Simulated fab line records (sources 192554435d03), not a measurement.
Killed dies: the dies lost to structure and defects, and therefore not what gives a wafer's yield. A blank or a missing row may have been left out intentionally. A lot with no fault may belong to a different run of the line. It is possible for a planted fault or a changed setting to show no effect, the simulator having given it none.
A lot that was struck, set against a sound lot :: flow n5_finfet :: 34 steps out of a route of 1938
Sound: the wafers L200.4, L200.5, L200.6. Struck: wafer L199.3 (L199.1, L199.4, from the same lot, were not struck and are left out); the cause is given at the end.
At each step with rows: each side's tool, then ch and its chambers, then its first start. Under that, the readings that differ: sound wafers :: struck wafers :: difference of the means :: sigmas: that difference in standard deviations of wafers without a fault.
alike: readings whose means differ by less than 2 such deviations, and words and numbers that are the same on both sides. not compared: withheld readings, readings that some wafer has no value for, bounds like >300 that may hide the same value, and numbers for which the record gives no deviation and whose values overlap.
Wherever a step has rows on one side only, a row that says differs or no value, or a row with sigmas, the two part there. Non-overlapping numbers with no deviation appear without sigmas and do not part them. A reading that every wafer of one side lacks parts them only if that side has two wafers or more.

first, 9 steps without rows for these wafers: N5_BEOL_M15_PRE_CLEAN_52 (time 15 s); N5_BEOL_M15_DEP_53 (deposits SiCN from 3MS/NH3, target thk 50 nm, time 17.8 s); N5_PASSIVATION_PECVD_00 (deposits SiO2 from SiH4/N2O, target thk 200 nm, time 11.2 s); N5_MIM_BOT_DEGAS_01 (time 60 s); N5_MIM_BOT_SPUTTER_00 (material TiN, target thk 35 nm, time 89.7 s); N5_MIM_TOP_ALD_00 (deposits Al2O3, purge time 3 s, co reactant pulse time 3 s); N5_MIM_TOP_ALD_01 (deposits HfO2, target thk 5.6 nm, pulse time 1 s, purge time 3 s); N5_MIM_TOP_ALD_02 (deposits Al2O3, purge time 3 s, co reactant pulse time 3 s); N5_MIM_TOP_DEGAS_04 (time 60 s).
N5_MIM_TOP_SPUTTER_03: material TiN, target thk 35 nm, time 89.7 s.
  sound: pvd_sputter-03 at day 18 20:52; struck: pvd_sputter-02 at day 18 01:48
  alike: throttle_valve_pct
then, 8 steps without rows for these wafers: N5_MIM_TOP_LITHO_HMDS_01 (time 60 s); N5_MIM_TOP_LITHO_COAT_02; N5_MIM_TOP_LITHO_EBR_04; N5_MIM_TOP_LITHO_SOFTBAKE_03 (time 90 s); N5_MIM_TOP_LITHO_EXPOSE_05 (exposes mask MIM TOP, target cd 2000 nm); N5_MIM_TOP_LITHO_PEB_06; N5_MIM_TOP_LITHO_DEVELOP_07 (develop time 60 s); N5_MIM_TOP_LITHO_HARDBAKE_09 (time 120 s).
N5_MIM_TOP_LITHO_INSPECT_12: inspects for defects (macro).
  sound: defect_inspect-01 at day 18 21:26; struck: defect_inspect-01 at day 18 02:15
reading: raw_defect_count
sound: 2 3 2
struck: >300
difference: differs
sigmas: 
then, 12 steps without rows for these wafers: N5_MIM_TOP_LITHO_DESCUM_10 (chemistry O2, time 7.9 s); N5_MIM_TOP_ETCH_ETCH_00 (etches TiN in Cl2/BCl3, target depth 38.5 nm); N5_MIM_TOP_ETCH_STRIP_01 (strips in O2); N5_MIM_TOP_ETCH_PECVD_03 (deposits SiNx from SiH4/NH3/N2, target thk 20 nm, time 17.6 s); N5_MIM_BOT_LITHO_HMDS_01 (time 60 s); N5_MIM_BOT_LITHO_COAT_02; N5_MIM_BOT_LITHO_EBR_04; N5_MIM_BOT_LITHO_SOFTBAKE_03 (time 90 s); N5_MIM_BOT_LITHO_EXPOSE_05 (exposes mask MIM BOT); N5_MIM_BOT_LITHO_PEB_06; N5_MIM_BOT_LITHO_DEVELOP_07 (develop time 60 s); N5_MIM_BOT_LITHO_HARDBAKE_09 (time 120 s).
N5_MIM_BOT_LITHO_INSPECT_12: inspects for defects (macro).
  sound: defect_inspect-02 at day 18 22:44; struck: defect_inspect-02 at day 18 02:59
reading: raw_defect_count
sound: 2 0 0
struck: >300
difference: differs
sigmas: 
then, 1 step without rows for these wafers: N5_MIM_BOT_LITHO_DESCUM_10 (chemistry O2, time 7.9 s).
N5_PASSIVATION_PROBE_49:
  the record has rows for the struck wafers here (prober-02, day 18 18:23) and none for the sound ones

== WHERE THEY PART ==
Last at N5_PASSIVATION_PROBE_49 as far as this record goes, first at N5_MIM_TOP_LITHO_INSPECT_12.

WHY: whatever the simulator had introduced
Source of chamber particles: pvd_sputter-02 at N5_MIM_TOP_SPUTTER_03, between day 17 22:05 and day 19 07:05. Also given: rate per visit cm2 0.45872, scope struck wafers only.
